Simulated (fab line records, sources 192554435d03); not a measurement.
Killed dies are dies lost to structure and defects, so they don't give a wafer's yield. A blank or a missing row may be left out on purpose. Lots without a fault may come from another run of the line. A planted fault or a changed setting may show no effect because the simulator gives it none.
fab line records | flow n5_finfet
record lots=8 wafers=24 last_day=17
route steps=1938 shown BEOL_M3@950 BEOL_M4@1111 PASSIVATION@1936
lots that met no fault: from a run of the same line without faults
start_h: hours from the record's first day to the start of the lot's first wafer shown | wait_h: hours since the lot's step before | " the same as in the row above | L1.1+2: a row that stands for several wafers | - no value, or no start given | * or withheld: withheld | < > ~ a bound
route shown NAME@n: a module of which the file shows steps, and the number in the route of the first | usual: mean/standard deviation of fault-free wafers | same: alike in all rows | chamber/n: place in a boat | sites: the reading at each site | _std_site: their standard deviation | _edge_site: outer sites' mean less inner sites' | radius_mm: how far each site lies from the wafer's centre | mask NAME#n: copy n | behind: the tool/chamber that last shaped the wafer | hold: why the lot was held/for how many hours/how that ended | device: the transistor (n, p or np) that didn't switch | end of line: the same wafers' tests at the end of the route | a step without rows: its recipe alone | killed: dies lost to structure and defects at the first sort, not the wafer's yield | map: a wafer's dies, x killed, . not, _ none there
set.NAME: the setting as run; set.NAME@STEP: as run at that earlier step | model.NAME: the simulator's own value behind a step, which no gauge read
steps of the route over a sample of lots; a table a step, a row a wafer
services: from which hour (start_h, from the record's first day; less than 0 if before it) a tool's chamber was out of use, for how many hours, and why
## steps
# step N5_BEOL_M3_ETCH_64
# recipe chemistry=N2/H2 target=SOC target_depth_a=750 overetch_a=150 mask_material=SiARC temp_c=40 time_s=112.5 ion_energy_ev=200 pressure_mtorr=30 source_w=840 bias_w=150 n2_flow_sccm=200 h2_flow_sccm=200
# usual drypump_motor_current_A=6.0/0.55 oes_product_au=0.62/0.067 rf_vpp_V=523.3/2.3 showerhead_plenum_p_Torr=2.52/0.078 temp_c=39.98/0.11 throttle_valve_pct=17.86/0.27
# columns lot.wafer tool chamber start_h wait_h drypump_motor_current_A oes_product_au rf_hours_counter_h rf_vpp_V showerhead_plenum_p_Torr temp_c throttle_valve_pct
L332.3 rie_diel-04 2 143.78 0.0 5.1 0.67 38 519.9 2.47 40.04 17.70
L332.4 " 1 " " 6.4 0.70 23 522.0 2.48 40.15 18.01
L332.5 " 3 " " 5.6 0.60 - 526.8 2.67 39.91 18.34
L339.2 rie_diel-04 1 178.81 0.0 6.4 0.70 33 521.6 2.47 40.22 18.02
L339.4 " 3 " " 5.6 0.59 165 526.3 2.66 40.04 18.35
L339.5 " 3 " " 5.6 0.60 - 526.8 2.66 40.15 18.36
L341.1 rie_diel-06 1 199.98 0.0 6.0 0.79 1 523.2 2.48 40.02 17.57
L341.3 " 2 " " 4.9 0.56 216 522.1 2.50 40.09 17.97
L341.4 " 3 " " 6.8 0.55 236 519.4 2.41 39.91 18.08
L343.3 rie_diel-03 3 210.74 0.0 6.4 0.55 242 522.4 2.50 39.92 18.11
L343.5 " 1 " " 5.8 0.60 - 527.3 2.62 39.95 17.85
L343.6 " 3 " " 6.4 0.55 - 523.0 2.50 39.83 18.12
L347.1 rie_diel-03 2 234.90 0.0 6.2 0.75 4 525.3 2.56 39.96 17.08
L347.2 " 3 " " 6.5 0.54 250 522.1 2.50 40.02 18.13
L347.3 " 0 " " 6.4 0.59 174 520.9 2.41 39.93 17.77
L350.3 rie_diel-06 2 254.26 0.0 4.9 0.55 235 523.2 2.50 40.01 18.01
L350.4 " 0 " " 6.1 0.60 - 524.3 2.54 39.89 17.90
L350.5 " 1 " " 5.9 0.74 - 522.8 2.47 39.89 17.59
L354.2 rie_diel-06 0 282.00 0.0 6.1 0.59 146 523.7 2.54 40.01 17.91
L354.3 " 1 " " 5.9 0.73 24 521.6 2.47 39.89 17.60
L354.6 " 3 " " 6.8 0.75 - 527.5 2.72 40.01 17.67
L355.3 rie_diel-06 1 290.05 0.0 5.9 0.72 27 520.9 2.47 40.01 17.62
L355.5 " 0 " " 6.1 0.59 - 523.2 2.54 39.90 17.92
L355.6 " 1 " " 5.9 0.72 - 522.9 2.47 40.05 17.63
# step N5_BEOL_M3_STRIP_66
# recipe chemistry=CF4 resist=SiARC power_w=300 bias_power_w=75 pressure_mtorr=50 cf4_flow_sccm=150 rf_frequency_hz=6e+07
# usual drypump_motor_current_A=6.0/0.54 oes_product_au=0.77/0.084 rf_vpp_V=270.9/1.4 showerhead_plenum_p_Torr=1.78/0.043 throttle_valve_pct=13.66/0.21
# columns lot.wafer tool chamber start_h wait_h drypump_motor_current_A oes_product_au rf_hours_counter_h rf_vpp_V showerhead_plenum_p_Torr throttle_valve_pct
L332.3 rie_diel-04 2 143.91 0.0 5.1 0.85 39 269.4 1.76 13.51
L332.4 " 1 " " 6.4 0.88 23 270.7 1.75 13.63
L332.5 " 3 " " 5.6 0.75 - 271.2 1.86 13.91
L339.2 rie_diel-04 1 178.94 0.0 6.4 0.87 33 270.2 1.75 13.67
L339.4 " 3 " " 5.6 0.74 165 271.8 1.85 13.93
L339.5 " 3 " " 5.6 0.74 - 272.4 1.85 13.95
L341.1 rie_diel-06 1 200.11 0.0 6.0 0.99 1 271.0 1.78 13.46
L341.3 " 2 " " 4.9 0.70 216 269.7 1.79 13.90
L341.4 " 3 " " 6.8 0.69 236 269.9 1.70 13.85
L343.3 rie_diel-03 3 210.87 0.0 6.5 0.68 243 269.4 1.76 13.81
L343.5 " 1 " " 5.8 0.74 - 273.8 1.84 13.76
L343.6 " 3 " " 6.4 0.69 - 269.2 1.76 13.81
L347.1 rie_diel-03 2 235.03 0.0 6.2 0.95 4 271.6 1.82 13.01
L347.2 " 3 " " 6.4 0.68 250 271.0 1.76 13.79
L347.3 " 0 " " 6.4 0.74 174 270.0 1.73 13.69
L350.3 rie_diel-06 2 254.39 0.0 4.9 0.68 235 269.6 1.78 13.96
L350.4 " 0 " " 6.1 0.75 - 271.8 1.79 13.68
L350.5 " 1 " " 6.0 0.93 - 269.6 1.77 13.50
L354.2 rie_diel-06 0 282.13 0.0 6.1 0.75 146 271.5 1.79 13.68
L354.3 " 1 " " 5.9 0.91 24 271.9 1.77 13.50
L354.6 " 3 " " 6.8 0.94 - 274.1 1.90 13.34
L355.3 rie_diel-06 1 290.18 0.0 5.9 0.90 27 271.9 1.77 13.51
L355.5 " 0 " " 6.1 0.74 - 272.2 1.79 13.70
L355.6 " 1 " " 5.9 0.91 - 271.3 1.77 13.52
# step N5_BEOL_M3_STRIP_19
# recipe chemistry=O2 power_w=400 temp_c=40 pressure_mtorr=30 rf_frequency_hz=6e+07 bias_power_w=0 overash_fraction=0.2 o2_flow_sccm=225
# usual drypump_motor_current_A=6.0/0.57 oes_product_au=0.77/0.089 rf_vpp_V=3.7/0.48 showerhead_plenum_p_Torr=2.07/0.062 temp_c=40.00/0.12 throttle_valve_pct=16.75/0.21
# columns lot.wafer tool chamber start_h wait_h drypump_motor_current_A oes_product_au rf_hours_counter_h rf_vpp_V showerhead_plenum_p_Torr temp_c throttle_valve_pct
L332.3 rie_diel-06 2 144.06 0.1 4.9 0.72 195 4.1 2.08 39.93 16.91
L332.4 " 3 " " 6.8 0.69 215 3.4 1.97 39.99 16.77
L332.5 " 1 " " 5.9 0.68 - 3.6 2.07 40.08 17.05
L339.2 rie_diel-06 0 179.09 0.1 6.1 0.79 110 3.0 2.11 39.98 16.75
L339.4 " 3 " " 6.8 0.69 - 4.1 1.97 39.92 16.81
L339.5 " 0 " " 6.1 0.79 - 4.5 2.11 40.01 16.75
L341.1 rie_diel-03 0 200.40 0.2 6.4 0.75 163 4.0 2.00 40.06 16.66
L341.3 " 1 " " 5.8 0.72 166 3.9 2.15 40.09 16.76
L341.4 " 1 " " 5.7 0.73 - 4.1 2.15 39.80 16.76
L343.3 rie_diel-03 3 211.02 0.1 6.5 0.70 243 3.0 2.08 39.98 16.92
L343.5 " 3 " " 6.5 0.70 - 4.4 2.07 39.74 16.94
L343.6 " 0 " " 6.4 0.76 - 3.0 2.00 39.85 16.68
L347.1 rie_diel-06 3 235.19 0.1 6.8 0.67 248 3.3 1.96 40.07 16.84
L347.2 " 2 " " 4.9 0.69 229 3.6 2.07 40.03 16.96
L347.3 " 1 " " 5.9 0.95 9 4.5 2.06 40.03 16.60
L350.3 rie_diel-04 2 254.55 0.1 5.1 0.80 71 3.4 2.01 40.00 16.51
L350.4 " 1 " " 6.4 0.85 55 4.4 2.03 39.90 16.90
L350.5 " 2 " " 5.2 0.81 - 3.2 2.01 40.10 16.50
L354.2 rie_diel-06 3 282.28 0.1 6.8 0.95 7 3.3 2.22 40.12 16.42
L354.3 " 1 " " 5.9 0.89 24 3.4 2.06 39.94 16.61
L354.6 " 2 " " 4.9 0.67 - 3.7 2.06 39.99 17.01
L355.3 rie_diel-03 1 290.34 0.1 5.8 0.70 198 3.6 2.14 40.13 16.81
L355.5 " 3 " " 6.5 0.95 - 3.0 2.07 40.05 16.49
L355.6 " 0 " " 6.4 0.73 - 3.6 1.99 40.05 16.74
# step N5_BEOL_M3_INSPECT_30
# recipe mode=adi inspect_instrument=brightfield
# usual raw_defect_count=409/84
# columns lot.wafer tool chamber start_h wait_h raw_defect_count
L332.3 defect_inspect-02 - 144.54 0.0 402
L332.4 " - " " 520
L332.5 " - " " 432
L339.2 defect_inspect-01 - 179.57 0.0 611
L339.4 " - " " 526
L339.5 " - " " 534
L341.1 defect_inspect-01 - 201.00 0.1 328
L341.3 " - " " 303
L341.4 " - " " 421
L343.3 defect_inspect-02 - 211.63 0.0 320
L343.5 " - " " 345
L343.6 " - " " 362
L347.1 defect_inspect-02 - 235.67 0.1 385
L347.2 " - " " 525
L347.3 " - " " 459
L350.3 defect_inspect-02 - 255.16 0.0 489
L350.4 " - " " 369
L350.5 " - " " 342
L354.2 defect_inspect-02 - 282.75 0.0 1580
L354.3 " - " " 1569
L354.6 " - " " 1493
L355.3 defect_inspect-01 - 290.95 0.1 1468
L355.5 " - " " 1458
L355.6 " - " " 1363
# step N5_BEOL_M3_ETCH_77
# recipe chemistry=N2/H2 target=underlayer target_depth_a=65 mask_material=CAR-EUV time_s=5.2 ion_energy_ev=200 pressure_mtorr=30 source_w=840 bias_w=150 n2_flow_sccm=200 h2_flow_sccm=200 ends=cleared
# usual drypump_motor_current_A=6.0/0.54 etch_rf_on_time_s=5.12/0.16 oes_product_au=0.66/0.072 rf_vpp_V=523.5/2.4 showerhead_plenum_p_Torr=2.52/0.079 throttle_valve_pct=17.90/0.29
# columns lot.wafer tool chamber start_h wait_h drypump_motor_current_A etch_rf_on_time_s oes_product_au rf_hours_counter_h rf_vpp_V showerhead_plenum_p_Torr throttle_valve_pct
L332.3 rie_diel-06 3 144.60 0.0 6.8 5.32 0.59 215 518.9 2.42 18.10
L332.4 " 0 " " 6.1 5.08 0.68 98 526.1 2.56 17.86
L332.5 " 1 " " 5.9 5.11 0.59 - 522.2 2.48 18.05
L339.2 rie_diel-03 2 179.64 0.0 6.2 5.05 0.59 273 528.1 2.56 17.52
L339.4 " 0 " " 6.4 4.95 0.65 156 519.7 2.42 17.79
L339.5 " 2 " " 6.2 5.05 0.58 - 525.7 2.56 17.52
L341.1 rie_diel-06 0 201.32 0.0 6.1 5.01 0.67 119 523.5 2.55 17.89
L341.3 " 2 " " 4.9 5.06 0.60 217 524.8 2.50 18.02
L341.4 " 0 " " 6.1 5.02 0.67 - 521.8 2.55 17.91
L343.3 rie_diel-03 0 211.69 0.0 6.4 4.88 0.65 167 521.4 2.41 17.81
L343.5 " 1 " " 5.8 5.07 0.64 - 526.4 2.62 17.86
L343.6 " 3 " " 6.4 5.03 0.60 - 523.7 2.50 18.17
L347.1 rie_diel-03 1 235.74 0.0 5.8 5.10 0.63 178 524.8 2.62 17.91
L347.2 " 2 " " 6.2 4.92 0.84 4 525.9 2.56 17.11
L347.3 " 0 " " 6.4 4.94 0.65 175 522.4 2.41 17.80
L350.3 rie_diel-04 1 255.33 0.0 6.5 5.18 0.73 56 519.5 2.46 18.16
L350.4 " 0 " " 6.4 5.51 0.58 204 525.2 2.53 17.69
L350.5 " 3 " " 5.6 5.14 0.62 - 528.5 2.65 18.43
L354.2 rie_diel-03 0 282.82 0.0 6.4 4.93 0.63 192 520.3 2.40 17.83
L354.3 " 1 " " 5.8 5.13 0.62 195 526.3 2.61 17.94
L354.6 " 2 " " 6.2 4.90 0.80 - 525.0 2.55 17.14
L355.3 rie_diel-06 1 291.02 0.0 5.9 5.05 0.80 28 521.1 2.47 17.67
L355.5 " 3 " " 6.8 5.08 0.82 - 528.5 2.72 17.72
L355.6 " 0 " " 6.1 5.06 0.65 - 523.2 2.54 17.95
# step N5_BEOL_M4_RC_MEAS_101
# usual DIBL_N=36.0/2.5 DIBL_P=36.3/2.8 IOFF_N=0.16/0.042 IOFF_P=0.21/0.045 ION_N=673/15 ION_P=463/8.1 SS_N=71.4/0.73 SS_P=73.3/0.92 VT_N=251/4.1 VT_P=-250/3.4
# columns lot.wafer tool chamber start_h wait_h DIBL_N[mV/V] DIBL_P[mV/V] IOFF_N[nA/um] IOFF_P[nA/um] ION_N[uA/um] ION_P[uA/um] SS_N[mV/dec] SS_P[mV/dec] VT_N[mV] VT_P[mV]
L332.3 prober-01 0 162.75 0.3 41.9 41.1 0.28 0.38 698 477 73.4 74.9 242 -241
L332.4 " 0 " " 36.1 35.2 0.14 0.23 668 467 71.5 73.1 252 -250
L332.5 " 0 " " 36.1 33.6 0.14 0.22 670 465 70.6 72.8 251 -248
L339.2 prober-01 0 203.66 0.2 37.6 36.5 0.16 0.23 686 471 72.0 73.0 248 -247
L339.4 " 0 " " 40.1 38.8 0.22 0.28 702 476 71.3 73.4 243 -246
L339.5 " 0 " " 35.6 33.6 0.14 0.19 674 464 70.8 71.6 250 -250
L341.1 prober-01 0 217.55 0.0 34.2 35.2 0.16 0.23 682 471 70.8 72.9 246 -246
L341.3 " 0 " " 36.0 37.6 0.18 0.27 687 472 71.3 74.4 248 -245
L341.4 " 0 " " 34.7 36.7 0.15 0.25 667 469 71.9 72.9 253 -248
L343.3 prober-01 0 233.65 0.3 34.1 35.8 0.13 0.19 668 463 70.6 72.9 255 -252
L343.5 " 0 " " 33.8 34.6 0.12 0.19 666 467 70.8 72.6 254 -252
L343.6 " 0 " " 31.4 31.7 0.09 0.15 638 447 71.1 72.0 258 -255
L347.1 prober-02 0 253.17 0.0 37.6 37.1 0.15 0.21 679 462 72.0 73.2 253 -251
L347.2 " 0 " " 38.5 38.4 0.18 0.25 692 474 71.8 73.8 248 -249
L347.3 " 0 " " 38.4 37.4 0.15 0.21 668 459 72.0 74.4 250 -249
L350.3 prober-01 0 279.04 0.3 34.0 33.2 0.12 0.15 653 453 71.1 71.7 252 -256
L350.4 " 0 " " 35.0 35.5 0.14 0.18 678 461 72.1 73.2 251 -251
L350.5 " 0 " " 33.1 31.9 0.10 0.13 658 446 70.9 72.7 254 -257
L354.2 prober-01 0 299.74 0.2 38.9 42.2 0.22 0.32 692 476 71.6 74.1 246 -242
L354.3 " 0 " " 36.7 38.1 0.17 0.25 676 470 71.0 72.9 248 -247
L354.6 " 0 " " 39.7 42.3 0.23 0.32 701 472 71.7 74.1 241 -243
L355.3 prober-02 0 310.37 0.3 37.7 39.1 0.19 0.27 683 477 71.8 73.7 248 -245
L355.5 " 0 " " 33.0 32.4 0.10 0.17 649 458 69.8 72.1 256 -256
L355.6 " 0 " " 34.5 34.2 0.13 0.19 669 467 71.2 73.2 253 -251
# step N5_PASSIVATION_PROBE_49
# usual defect_limited_yield=91.0/1.4 killed_at_M0_to_M3=36/11 killed_at_M4_up=13/5.4 killed_at_contacts=12/6.4 killed_at_front_end=41/13 killed_at_other=2.9/2.3 killed_dies=106/17 killed_on_rim=14/3.9 killed_open=70/12 killed_short=34/8.4 sort_bin_4_leakage=0.01/0.057 sort_bin_5_function=5.2/1 sort_bin_6_memory=3.4/0.63 sort_bin_8_speed=0.1/0.49 sort_n_pass=1074/18 sort_yield_pct=91.0/1.6
# same gross_dies=1180 killed_at_back_side=0
# columns lot.wafer tool chamber start_h wait_h defect_limited_yield[%] killed_at_M0_to_M3 killed_at_M4_up killed_at_contacts killed_at_front_end killed_at_other killed_dies killed_on_rim killed_open killed_short sort_bin_4_leakage[%] sort_bin_5_function[%] sort_bin_6_memory[%] sort_bin_8_speed[%] sort_n_pass sort_yield_pct[%]
L339.2 prober-01 - 306.33 0.1 91.9 27 11 19 35 4 96 12 63 33 0 5.0 2.7 0 1084 91.9
L339.4 prober-01 - 306.43 0.2 93.1 36 7 7 30 1 81 8 56 25 0 4.6 2.3 0 1099 93.1
L339.5 prober-01 - 306.48 0.2 91.4 34 16 16 34 2 102 11 71 29 0 4.9 3.5 0 1078 91.4
L341.1 prober-02 - 322.86 0.0 90.8 39 7 14 47 2 109 15 70 39 0 4.6 4.3 0 1071 90.8
L341.3 prober-02 - 322.96 0.1 92.0 34 3 16 36 5 94 15 57 36 0 4.0 3.9 0 1086 92.0
L341.4 prober-02 - 323.01 0.2 93.5 20 7 15 26 9 77 7 49 27 0 4.2 2.2 0 1103 93.5
L350.3 prober-01 - 372.21 0.1 89.8 47 16 13 42 2 120 18 88 30 0 6.6 3.4 0 1060 89.8
L350.4 prober-01 - 372.26 0.2 90.8 44 20 8 35 2 109 13 74 34 0 5.9 2.8 0 1071 90.8
L350.5 prober-01 - 372.31 0.2 89.4 47 11 10 51 6 125 14 83 40 0 6.7 3.6 0.1 1054 89.3
L354.2 prober-01 - 395.57 0.1 79.2 154 27 21 39 5 246 26 78 27 0 12.0 5.0 0 934 79.2
L354.3 prober-01 - 395.62 0.1 85.5 90 16 7 51 7 171 31 66 37 0 8.2 3.6 0 1009 85.5
L354.6 prober-01 - 395.77 0.3 79.2 166 21 10 39 10 246 26 84 25 0 12.6 4.4 0 934 79.2
L355.3 prober-02 - 418.40 0.1 87.9 86 19 9 28 1 143 25 60 17 0 6.4 3.1 0 1037 87.9
L355.5 prober-02 - 418.50 0.2 78.9 194 7 3 41 4 249 31 72 30 0 12.9 4.4 0 931 78.9
L355.6 prober-02 - 418.55 0.3 87.9 98 16 3 18 8 143 25 49 24 0 7.2 3.0 0 1037 87.9
# killed by level:class
L339.2 MOL_CONTACT_COAG:geometric_particle:open=17 GATE_CUT:geometric_particle:short=7 BEOL_M4:geometric_particle:open=7 STI_FIN_REVEAL:geometric_particle:open=6 BEOL_M3:geometric_particle:open=6 DUMMY_GATE:geometric_particle:open=5 FIN_SAQP:geometric_particle:short=4 BEOL_M2:geometric_particle:open=4
L339.4 BEOL_M2:geometric_particle:open=10 BEOL_M3:geometric_particle:open=10 BEOL_M1:geometric_particle:open=7 FIN_SAQP:geometric_particle:open=6 STARTING-WAFER:geometric_particle:short=5 MOL_CONTACT_COAG:geometric_particle:open=5 BEOL_M0_SAQP:geometric_particle:open=4 BEOL_M4:geometric_particle:open=4
L339.5 MOL_CONTACT_COAG:geometric_particle:open=13 BEOL_M3:geometric_particle:open=10 DUMMY_GATE:geometric_particle:open=9 BEOL_M4:geometric_particle:open=8 BEOL_M0_SAQP:geometric_particle:open=5 FIN_SAQP:geometric_particle:open=4 FIN_SAQP:geometric_particle:short=4 GATE_CUT:geometric_particle:short=4
L341.1 BEOL_M0_SAQP:geometric_particle:short=16 MOL_CONTACT_COAG:geometric_particle:open=14 DUMMY_GATE:geometric_particle:open=12 STI_FIN_REVEAL:geometric_particle:open=10 BEOL_M0_SAQP:geometric_particle:open=8 FIN_SAQP:geometric_particle:short=7 FIN_SAQP:geometric_particle:open=6 BEOL_M1:geometric_particle:open=6
L341.3 STI_FIN_REVEAL:geometric_particle:open=16 MOL_CONTACT_COAG:geometric_particle:open=13 BEOL_M2:geometric_particle:open=10 BEOL_M0_SAQP:geometric_particle:short=8 BEOL_M1:geometric_particle:short=4 FIN_SAQP:geometric_particle:open=3 STI_FIN_REVEAL:geometric_particle:short=3 DUMMY_GATE:geometric_particle:open=3
L341.4 MOL_CONTACT_COAG:geometric_particle:open=9 STI_FIN_REVEAL:geometric_particle:open=6 MOL_CONTACT_COAG:geometric_particle:short=6 BEOL_M1:geometric_particle:open=6 STARTING-WAFER:geometric_particle:short=6 BEOL_M0_SAQP:geometric_particle:short=5 DUMMY_GATE:geometric_particle:open=4 BEOL_M3:geometric_particle:open=4
L350.3 FIN_SAQP:geometric_particle:open=20 BEOL_M1:geometric_particle:open=12 BEOL_M2:geometric_particle:open=12 FIN_SAQP:geometric_particle:short=9 MOL_CONTACT_COAG:geometric_particle:open=9 BEOL_M4:geometric_particle:open=7 BEOL_M0_SAQP:geometric_particle:open=6 BEOL_M3:geometric_particle:open=6
L350.4 FIN_SAQP:geometric_particle:open=12 BEOL_M0_SAQP:geometric_particle:short=11 BEOL_M3:geometric_particle:open=8 MOL_CONTACT_COAG:geometric_particle:open=7 BEOL_M0:geometric_particle:open=7 BEOL_M2:geometric_particle:open=6 BEOL_M3:geometric_particle:short=6 BEOL_M4:geometric_particle:open=6
L350.5 FIN_SAQP:geometric_particle:open=17 MOL_CONTACT_COAG:geometric_particle:open=10 FIN_SAQP:geometric_particle:short=9 STI_FIN_REVEAL:geometric_particle:open=9 BEOL_M3:geometric_particle:open=8 BEOL_M0_SAQP:geometric_particle:short=8 BEOL_M0_SAQP:geometric_particle:open=8 BEOL_M3:geometric_particle:short=7
L354.2 BEOL_M3:unspecified=140 BEOL_M4:geometric_particle:open=16 MOL_CONTACT_COAG:geometric_particle:open=13 STI_FIN_REVEAL:geometric_particle:open=11 MOL_CONTACT_COAG:geometric_particle:short=8 FIN_SAQP:geometric_particle:open=7 FIN_SAQP:geometric_particle:short=5 BEOL_M5:geometric_particle:open=4
L354.3 BEOL_M3:unspecified=67 STI_FIN_REVEAL:geometric_particle:open=15 FIN_SAQP:geometric_particle:open=9 MOL_CONTACT_COAG:geometric_particle:open=6 BEOL_M0_SAQP:geometric_particle:short=6 FIN_SAQP:geometric_particle:short=5 STI_FIN_REVEAL:geometric_particle:short=5 BEOL_M2:geometric_particle:open=5
L354.6 BEOL_M3:unspecified=136 BEOL_M4:geometric_particle:open=17 FIN_SAQP:geometric_particle:open=9 MOL_CONTACT_COAG:geometric_particle:open=9 DUMMY_GATE:geometric_particle:open=7 BEOL_M0_SAQP:geometric_particle:open=7 BEOL_M0:geometric_particle:open=7 STI_FIN_REVEAL:geometric_particle:open=6
L355.3 BEOL_M3:unspecified=65 BEOL_M4:geometric_particle:open=12 DUMMY_GATE:geometric_particle:open=7 MOL_CONTACT_COAG:geometric_particle:open=7 BEOL_M0_SAQP:geometric_particle:open=6 FIN_SAQP:geometric_particle:open=4 BEOL_M2:geometric_particle:open=4 STARTING-WAFER:geometric_particle:open=4
L355.5 BEOL_M3:unspecified=147 FIN_SAQP:geometric_particle:open=17 BEOL_M1:geometric_particle:open=12 BEOL_M0_SAQP:geometric_particle:open=10 BEOL_M0_SAQP:geometric_particle:short=9 STARTING-WAFER:geometric_particle:open=7 FIN_SAQP:geometric_particle:short=6 BEOL_M0:geometric_particle:open=5
L355.6 BEOL_M3:unspecified=68 BEOL_M0_SAQP:geometric_particle:open=6 BEOL_M0:geometric_particle:open=6 BEOL_M8:geometric_particle:open=6 FIN_SAQP:geometric_particle:short=4 STI_FIN_REVEAL:geometric_particle:open=4 BEOL_M0_SAQP:geometric_particle:short=4 BEOL_M3:geometric_particle:open=4
## services
# columns tool chamber start_h hours kind
rie_diel-06 3 129.47 5.2 repair
rie_diel-06 1 155.83 - clean
rie_diel-06 1 155.83 - consumable_replace:focus_ring
rie_diel-06 1 155.83 41.8 scheduled_down
rie_diel-06 1 155.83 41.8 vent_cycle
rie_diel-03 2 162.91 8.3 repair
rie_diel-03 - 183.68 1.5 repair
rie_diel-04 - 189.36 0.7 repair
rie_diel-03 2 189.95 11.4 repair
rie_diel-06 1 200.94 9.8 repair
rie_diel-03 2 201.58 - clean
rie_diel-03 2 201.58 - consumable_replace:focus_ring
rie_diel-03 2 201.58 20.9 scheduled_down
rie_diel-03 2 201.58 20.9 vent_cycle
rie_diel-03 3 235.47 - clean
rie_diel-03 3 235.47 - consumable_replace:focus_ring
rie_diel-03 3 235.47 22.2 scheduled_down
rie_diel-06 3 243.38 - clean
rie_diel-06 3 243.38 - consumable_replace:focus_ring
rie_diel-06 3 243.38 - consumable_replace:showerhead
rie_diel-06 3 243.38 15.5 scheduled_down
rie_diel-06 3 243.38 15.5 vent_cycle
rie_diel-03 0 248.64 2.4 repair
rie_diel-04 0 270.55 4.8 repair
## key
first_sign step=N5_BEOL_M3_INSPECT_30 reading=raw_defect_count direction=up sigmas=13 usual=409 struck=1488
effect step=N5_PASSIVATION_PROBE_49 reading=killed_at_M0_to_M3 direction=up sigmas=8.9 usual=36 struck=131
more_kills_born_at N5_BEOL_M3_ETCH_64@rie_diel-06=623
met_at N5_BEOL_M3_ETCH_64
struck_lots L354,L355
not_acting_at N5_BEOL_M3_STRIP_66,N5_BEOL_M3_STRIP_19,N5_BEOL_M3_ETCH_77
onset_between 254.26 282.00
also_fits time
fault kind=chamber_particle_source tool=rie_diel-06 chamber=- onset_h=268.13 steps=N5_BEOL_M3_ETCH_64 rate_per_visit_cm2=1.7427 end_h=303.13
